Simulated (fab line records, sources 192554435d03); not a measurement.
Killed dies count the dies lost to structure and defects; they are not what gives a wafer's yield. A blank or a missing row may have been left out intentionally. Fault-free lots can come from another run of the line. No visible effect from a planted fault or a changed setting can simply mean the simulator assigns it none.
Problem report in the 8D (eight disciplines) form, filled by code ; flow n5-finfet ; the parts of the form that need people (team, actions taken, sign-off) are left out

== 1. WHAT WENT WRONG ==
At N5_PASSIVATION_PROBE_49, killed_at_M4_up averages 113 over 6 wafers from 2 lots, while fault-free wafers read 14, standard deviation 5.6. Relative to the usual mean, that is a shift of +18 standard deviations.
Earliest sighting: wafer L835.1 on prober-01 at day 15 10:00. The record holds 12 wafers of 4 lots with a number at this step. Rule for "out" (also "out of limits"): further than 4 standard deviations from the usual mean. The rest of the wafers with a number are treated as sound.

== 2. WHAT IT IS, AND WHAT IT ISN'T ==
question;is;is not
which readings at this step;killed_at_M4_up;killed_at_M0_to_M3, killed-at-contacts, killed-at-front-end, killed-at-other, killed-open, killed-short, sort_bin_4_leakage, sort_bin_6_memory
which lots;L835, L838;L831, L846
which wafers of those lots;all that have a number;-
read on which tools;prober-01;prober-02
when;from day 15 10:00;"up to then (3 sound wafers); but 3 sound wafers of L846 came after"

== 3. WHAT RULES OUT EACH SUSPECT ==
Counting: a tool at any process step up to the reading remains a suspect when it ran all the lots that are out and ran no sound lot after the first of those.
- pvd-sputter-01 at N5_BEOL_M9_SPUTTER_48 (material Cu, target thk 12 nm, time 2 s): ruled out as a lasting fault. The sound lots L846 went through it after L835, its earliest lot that is out (day 12 15:04).
- prober-01 at N5_PASSIVATION_PROBE_49: kept. Every lot that is out went through it, starting with L835 (day 15 10:00), and after that it ran no sound lot; the last sound lot it ran before then is L831 (day 14 13:10). Its own killed_at_M4_up readings are out on those wafers.
The count leaves prober-01 at N5_PASSIVATION_PROBE_49.

== 4. THE CAUSE (what the simulator had put in) ==
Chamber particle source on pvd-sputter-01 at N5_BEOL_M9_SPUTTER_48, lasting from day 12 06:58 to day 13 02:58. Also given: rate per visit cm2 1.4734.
It was ruled out by counting, in error; the rule expects a fault to strike all lots run on its tool from its start on, and this fault did not.

== 5. SEQUENCE OF EFFECTS, ordered by route ==
Each row: a reading where the mean over the struck wafers with a number is more than 3 standard deviations away from the usual. Only readings for which the record gives a usual standard deviation are gone through. hours: the time from each lot's start at the first step in this table that gives one to its start at this step, as a median over the lots. sigmas: the change in usual standard deviations.
hours;step;reading;usual;on struck wafers;change;sigmas
0;N5_PASSIVATION_PROBE_49;defect-limited-yield;91.1 %;82.9;-8.2;-5.9
0;N5_PASSIVATION_PROBE_49;killed_at_M4_up;14;113;+99;+18
0;N5_PASSIVATION_PROBE_49;killed-dies;105;202;+97;+6.1
0;N5_PASSIVATION_PROBE_49;killed-on-rim;14;29;+15;+3.5
0;N5_PASSIVATION_PROBE_49;sort_bin_5_function;5.2 %;10.0;+4.8;+5.6
0;N5_PASSIVATION_PROBE_49;sort-n-pass;1074;978;-96;-4.6
0;N5_PASSIVATION_PROBE_49;sort-yield-pct;91.0 %;82.9;-8.1;-4.5
Here are the process steps it includes:
- N5_PASSIVATION_PROBE_49

== 6. WHAT WOULD HAVE CAUGHT IT SOONER ==
First out-of-limits reading in this record: day 15 10:00, which is 75 hours after fault onset at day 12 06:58.
Tool readings at N5_BEOL_M9_SPUTTER_48 with a usual standard deviation given in the record: none out on any struck wafer, hence no alarm at a limit of 4 standard deviations on them.
